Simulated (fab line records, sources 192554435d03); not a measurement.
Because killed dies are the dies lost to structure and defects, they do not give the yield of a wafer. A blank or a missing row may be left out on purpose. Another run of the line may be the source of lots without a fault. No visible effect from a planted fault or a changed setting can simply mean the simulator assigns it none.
fab line records + flow n5_finfet
record
- lots=13
- wafers=37
- last_day=18
route steps=1938 shown BEOL_M6@1242 BEOL_M7@1266
lots that met no fault: from a run of the same line without faults
start_h: the number of hours between the record's first day and the start of the first shown wafer of the lot + wait_h: how many hours have passed since the lot's step before this one + " the same as in the row above + L1.1+2: a single row standing in for several wafers + - either no value or no given start + * or withheld: withheld + < > ~ a bound
route shown NAME@n: NAME is a module with steps in the file, n the number in the route of the first one + usual: mean/standard deviation of fault-free wafers + same: alike in all rows + chamber/n: place in a boat + sites: per-site readings + _std_site: standard deviation of those values + _edge_site: the outer-site mean with the inner-site mean subtracted + radius_mm: how far each site lies from the wafer's centre + mask NAME#n: copy n + behind: tool/chamber where the wafer was last shaped + hold: what put the lot on hold/how long, in hours/how the hold closed + device: the transistor (n, p or np) that didn't switch + end of line: the route-end tests of the same wafers + a step with no rows: only its recipe + killed: the dies lost at the first sort to structure and to defects; this is not the yield of the wafer + map: a wafer's dies, x killed, . not, _ none there
set.NAME: setting as actually run; set.NAME@STEP: the setting as run at that earlier step + model.NAME: the simulator's own value behind a step, which no gauge read
the route's steps for a sample of lots (tables are steps, rows are wafers)
services: when a tool's chamber went out of use (start_h, in hours from the record's first day, below 0 if earlier), for how many hours, and the reason
## steps
# step N5_BEOL_M6_OCD_MEAS_38
# usual
- trench_depth_nm=94.7/1.4
| lot.wafer | tool   | chamber | start_h | wait_h | trench_depth_nm |
|-----------|--------|---------|---------|--------|-----------------|
| L898.4    | ocd-02 | -       | 205.09  | -      | 94.1            |
| L898.5    | "      | -       | "       | "      | 94.7            |
| L898.6    | "      | -       | "       | "      | 93.6            |
| L897.2    | ocd-01 | -       | 207.38  | -      | 96.4            |
| L897.4    | "      | -       | "       | "      | 96.3            |
| L897.6    | "      | -       | "       | "      | 96.1            |
| L894.2    | ocd-02 | -       | 210.17  | -      | 89.4            |
| L894.5    | "      | -       | "       | "      | 95.1            |
| L894.6    | "      | -       | "       | "      | 96.9            |
| L899.2    | ocd-02 | -       | 225.87  | -      | 95.3            |
| L899.5    | "      | -       | "       | "      | 97.8            |
| L899.6    | "      | -       | "       | "      | 93.3            |
| L900.2    | ocd-02 | -       | 232.21  | -      | 94.1            |
| L900.3    | "      | -       | "       | "      | 94.7            |
| L900.5    | "      | -       | "       | "      | 94.1            |
| L903.1    | ocd-01 | -       | 259.39  | -      | 94.9            |
| L903.5    | "      | -       | "       | "      | 94.9            |
| L903.6    | "      | -       | "       | "      | 97.5            |
| L906.3    | ocd-02 | -       | 273.70  | -      | 95.7            |
| L906.5    | "      | -       | "       | "      | 92.4            |
| L906.6    | "      | -       | "       | "      | 95.7            |
| L907.1    | ocd-01 | -       | 273.75  | -      | 95.1            |
| L907.2    | "      | -       | "       | "      | 94.9            |
| L907.3    | "      | -       | "       | "      | 94.9            |
| L911.1    | ocd-01 | -       | 303.13  | -      | 95.2            |
| L911.3    | "      | -       | "       | "      | 95.4            |
| L913.2    | ocd-02 | -       | 309.68  | -      | 97.6            |
| L913.6    | "      | -       | "       | "      | 96.8            |
| L914.1    | ocd-02 | -       | 324.89  | -      | 95.0            |
| L914.2    | "      | -       | "       | "      | 95.1            |
| L914.5    | "      | -       | "       | "      | 94.6            |
| L915.1    | ocd-02 | -       | 325.36  | -      | 97.8            |
| L915.3    | "      | -       | "       | "      | 92.6            |
| L915.4    | "      | -       | "       | "      | 94.8            |
| L916.1    | ocd-01 | -       | 337.98  | -      | 94.5            |
| L916.2    | "      | -       | "       | "      | 92.1            |
| L916.5    | "      | -       | "       | "      | 94.2            |
# step N5_BEOL_M6_RS_MEAS_57
# recipe
- thk_meas_gauge=four-point-probe
- reads=Cu_of_BEOL_M6_ECD_50+Co_of_BEOL_M6_CVD_78+TaN_of_BEOL_M6_ALD_77
# usual
- M6_RS=0.284/0.0077
| lot.wafer | tool          | chamber | start_h | wait_h | M6_RS[ohm/sq] |
|-----------|---------------|---------|---------|--------|---------------|
| L898.4    | film_metro-01 | -       | 208.69  | 0.0    | 0.290         |
| L898.5    | "             | -       | "       | "      | 0.293         |
| L898.6    | "             | -       | "       | "      | 0.294         |
| L897.2    | film_metro-01 | -       | 209.97  | 0.1    | 0.276         |
| L897.4    | "             | -       | "       | "      | 0.277         |
| L897.6    | "             | -       | "       | "      | 0.270         |
| L894.2    | film_metro-02 | -       | 213.50  | 0.1    | 0.309         |
| L894.5    | "             | -       | "       | "      | 0.287         |
| L894.6    | "             | -       | "       | "      | 0.275         |
| L899.2    | film_metro-01 | -       | 228.98  | 0.1    | 0.278         |
| L899.5    | "             | -       | "       | "      | 0.271         |
| L899.6    | "             | -       | "       | "      | 0.290         |
| L900.2    | film_metro-02 | -       | 235.64  | 0.1    | 0.295         |
| L900.3    | "             | -       | "       | "      | 0.294         |
| L900.5    | "             | -       | "       | "      | 0.292         |
| L903.1    | film_metro-02 | -       | 262.41  | 0.1    | 0.277         |
| L903.5    | "             | -       | "       | "      | 0.285         |
| L903.6    | "             | -       | "       | "      | 0.270         |
| L906.3    | film_metro-02 | -       | 276.66  | 0.1    | 0.282         |
| L906.5    | "             | -       | "       | "      | 0.291         |
| L906.6    | "             | -       | "       | "      | 0.275         |
| L907.1    | film_metro-01 | -       | 278.36  | 0.1    | 0.282         |
| L907.2    | "             | -       | "       | "      | 0.282         |
| L907.3    | "             | -       | "       | "      | 0.277         |
| L911.1    | film_metro-02 | -       | 305.47  | 0.1    | 0.280         |
| L911.3    | "             | -       | "       | "      | 0.282         |
| L913.2    | film_metro-01 | -       | 312.31  | 0.1    | 0.268         |
| L913.6    | "             | -       | "       | "      | 0.272         |
| L914.1    | film_metro-02 | -       | 327.41  | 0.1    | 0.288         |
| L914.2    | "             | -       | "       | "      | 0.295         |
| L914.5    | "             | -       | "       | "      | 0.289         |
| L915.1    | film_metro-02 | -       | 329.50  | 0.1    | 0.275         |
| L915.3    | "             | -       | "       | "      | 0.298         |
| L915.4    | "             | -       | "       | "      | 0.283         |
| L916.1    | film_metro-02 | -       | 340.66  | 0.1    | 0.284         |
| L916.2    | "             | -       | "       | "      | 0.284         |
| L916.5    | "             | -       | "       | "      | 0.283         |
# step N5_BEOL_M7_PECVD_70
# recipe
- material=SiO2
- target_thk_a=200
- temp_c=400
- precursor=TEOS/O2
- pressure_torr=5.5
- rf_w=450
- teos_flow_sccm=53.8
- gas=O2
- flow_sccm=3000
- time_s=22.7
# usual
- heater_power_w=667/80
- showerhead_plenum_p_Torr=8.79/0.05
- susceptor_temp_C=399.97/0.22
- throttle_valve_pct=21.8/0.88
| lot.wafer | tool     | chamber | start_h | wait_h | heater_power_w | showerhead_plenum_p_Torr | susceptor_temp_C | throttle_valve_pct |
|-----------|----------|---------|---------|--------|----------------|--------------------------|------------------|--------------------|
| L898.4    | pecvd-01 | 1       | 209.39  | 0.1    | 673            | 8.73                     | 399.90           | 22.9               |
| L898.5    | "        | 0       | "       | "      | 585            | 8.72                     | 400.13           | 23.9               |
| L898.6    | "        | 2       | "       | "      | 540            | 8.74                     | 400.10           | 21.9               |
| L897.2    | pecvd-03 | 1       | 210.72  | 0.0    | 670            | 8.88                     | 399.91           | 21.2               |
| L897.4    | "        | 1       | "       | "      | 659            | 8.90                     | 399.99           | 21.4               |
| L897.6    | "        | 0       | "       | "      | 813            | 8.78                     | 399.89           | 22.5               |
| L894.2    | pecvd-03 | 1       | 214.18  | 0.0    | 580            | 8.86                     | 400.25           | 21.3               |
| L894.5    | "        | 1       | "       | "      | 588            | 8.88                     | 400.04           | 21.6               |
| L894.6    | "        | 0       | "       | "      | 766            | 8.75                     | 400.14           | 22.5               |
| L899.2    | pecvd-03 | 0       | 229.66  | 0.0    | 857            | 8.75                     | 399.45           | 22.6               |
| L899.5    | "        | 0       | "       | "      | 831            | 8.75                     | 399.69           | 22.8               |
| L899.6    | "        | 1       | "       | "      | 669            | 8.87                     | 399.78           | 21.6               |
| L900.2    | pecvd-03 | 0       | 236.32  | 0.0    | 748            | 8.74                     | 400.11           | 22.5               |
| L900.3    | "        | 2       | "       | "      | 738            | 8.82                     | 400.24           | 20.5               |
| L900.5    | "        | 2       | "       | "      | 717            | 8.83                     | 400.11           | 20.6               |
| L903.1    | pecvd-02 | 0       | 263.10  | 0.0    | 578            | 8.74                     | 399.78           | 21.5               |
| L903.5    | "        | 2       | "       | "      | 669            | 8.84                     | 400.29           | 21.9               |
| L903.6    | "        | 1       | "       | "      | 648            | 8.80                     | 399.72           | 20.7               |
| L906.3    | pecvd-02 | 1       | 278.51  | 0.0    | 688            | 8.82                     | 399.59           | 20.5               |
| L906.5    | "        | 1       | "       | "      | 680            | 8.78                     | 399.61           | 20.6               |
| L906.6    | "        | 0       | "       | "      | 542            | 8.76                     | 400.23           | 21.6               |
| L907.1    | pecvd-03 | 1       | 279.89  | 0.0    | 765            | 8.91                     | 411.17           | 21.2               |
| L907.2    | "        | 0       | "       | "      | 861            | 8.78                     | 399.96           | 22.8               |
| L907.3    | "        | 2       | "       | "      | 710            | 8.84                     | 400.31           | 20.7               |
| L911.1    | pecvd-03 | 2       | 306.14  | 0.0    | 638            | 8.87                     | 399.61           | 20.9               |
| L911.3    | "        | 1       | "       | "      | 620            | 8.87                     | 410.98           | 21.5               |
| L913.2    | pecvd-02 | 0       | 312.99  | 0.0    | 603            | 8.76                     | 400.00           | 21.9               |
| L913.6    | "        | 0       | "       | "      | 582            | 8.75                     | 400.18           | 21.8               |
| L914.1    | pecvd-02 | 1       | 328.09  | 0.0    | 688            | 8.79                     | 399.96           | 20.4               |
| L914.2    | "        | 0       | "       | "      | 578            | 8.74                     | 400.06           | 21.4               |
| L914.5    | "        | 2       | "       | "      | 591            | 8.83                     | 399.83           | 21.7               |
| L915.1    | pecvd-01 | 0       | 330.43  | 0.0    | 642            | 8.75                     | 399.73           | 23.3               |
| L915.3    | "        | 1       | "       | "      | 647            | 8.74                     | 400.17           | 22.7               |
| L915.4    | "        | 1       | "       | "      | 657            | 8.74                     | 400.31           | 22.8               |
| L916.1    | pecvd-02 | 2       | 341.34  | 0.0    | 539            | 8.83                     | 399.96           | 21.9               |
| L916.2    | "        | 0       | "       | "      | 624            | 8.74                     | 399.98           | 22.0               |
| L916.5    | "        | 0       | "       | "      | 619            | 8.76                     | 400.21           | 22.2               |
# step N5_BEOL_M7_HM_DEP_02
# recipe
- material=TiN
- target_thk_a=200
- temp_c=25
- chamber_pressure_pa=0.49996
# usual
- throttle_valve_pct=29.7/1.2
| lot.wafer | tool           | chamber | start_h | wait_h | throttle_valve_pct |
|-----------|----------------|---------|---------|--------|--------------------|
| L898.4    | pvd_sputter-02 | -       | 209.43  | 0.0    | 31.2               |
| L898.5    | "              | -       | "       | "      | 30.0               |
| L898.6    | "              | -       | "       | "      | 30.9               |
| L897.2    | pvd_sputter-02 | -       | 211.03  | 0.3    | 30.8               |
| L897.4    | "              | -       | "       | "      | 30.5               |
| L897.6    | "              | -       | "       | "      | 31.0               |
| L894.2    | pvd_sputter-03 | -       | 215.37  | 1.2    | 26.8               |
| L894.5    | "              | -       | "       | "      | 28.5               |
| L894.6    | "              | -       | "       | "      | 30.2               |
| L899.2    | pvd_sputter-01 | -       | 229.73  | 0.1    | 30.4               |
| L899.5    | "              | -       | "       | "      | 30.7               |
| L899.6    | "              | -       | "       | "      | 29.3               |
| L900.2    | pvd_sputter-01 | -       | 236.63  | 0.3    | 29.5               |
| L900.3    | "              | -       | "       | "      | 30.5               |
| L900.5    | "              | -       | "       | "      | 30.8               |
| L903.1    | pvd_sputter-03 | -       | 263.36  | 0.2    | 30.1               |
| L903.5    | "              | -       | "       | "      | 28.8               |
| L903.6    | "              | -       | "       | "      | 30.4               |
| L906.3    | pvd_sputter-03 | -       | 281.83  | 3.3    | 27.4               |
| L906.5    | "              | -       | "       | "      | 28.5               |
| L906.6    | "              | -       | "       | "      | 30.3               |
| L907.1    | pvd_sputter-01 | -       | 282.01  | 2.1    | 30.5               |
| L907.2    | "              | -       | "       | "      | 28.3               |
| L907.3    | "              | -       | "       | "      | 29.6               |
| L911.1    | pvd_sputter-03 | -       | 306.73  | 0.6    | 30.3               |
| L911.3    | "              | -       | "       | "      | 28.8               |
| L913.2    | pvd_sputter-02 | -       | 314.97  | 2.0    | 31.1               |
| L913.6    | "              | -       | "       | "      | 30.9               |
| L914.1    | pvd_sputter-01 | -       | 329.33  | 1.2    | 28.6               |
| L914.2    | "              | -       | "       | "      | 29.5               |
| L914.5    | "              | -       | "       | "      | 28.3               |
| L915.1    | pvd_sputter-03 | -       | 331.05  | 0.6    | 30.2               |
| L915.3    | "              | -       | "       | "      | 30.1               |
| L915.4    | "              | -       | "       | "      | 27.1               |
| L916.1    | pvd_sputter-03 | -       | 341.69  | 0.3    | 30.6               |
| L916.2    | "              | -       | "       | "      | 27.0               |
| L916.5    | "              | -       | "       | "      | 28.6               |
## services
| tool     | chamber | start_h | hours | kind                          |
|----------|---------|---------|-------|-------------------------------|
| pecvd-03 | 1       | 194.54  | 5.5   | scheduled_down                |
| pecvd-03 | 2       | 202.38  | -     | clean                         |
| pecvd-03 | 2       | 202.38  | -     | consumable_replace:showerhead |
| pecvd-03 | 2       | 202.38  | 29.0  | scheduled_down                |
| pecvd-03 | 2       | 202.38  | 29.0  | vent_cycle                    |
| pecvd-01 | 2       | 230.65  | 5.5   | scheduled_down                |
| pecvd-01 | -       | 255.84  | 5.9   | repair                        |
| pecvd-03 | -       | 327.41  | 6.0   | pm                            |
| pecvd-03 | -       | 338.83  | 1.1   | repair                        |
## key
first_sign
- step=N5_BEOL_M7_PECVD_70
- reading=susceptor_temp_C
- direction=up
- sigmas=50
- usual=*
- struck=*
effect none on later readings
met_at N5_BEOL_M7_PECVD_70
struck_lots L907,L911
struck_wafers L907.1,L911.3
not_acting_at N5_BEOL_M6_OCD_MEAS_38,N5_BEOL_M6_RS_MEAS_57,N5_BEOL_M7_HM_DEP_02
onset_between 229.66 279.89
fault
- kind=process_parameter_drift
- tool=pecvd-03
- chamber=1
- onset_h=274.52
- steps=N5_BEOL_M7_PECVD_70
- channel=temp_c
- offset=*
- shape=step
- acts_in=*
- stated=*
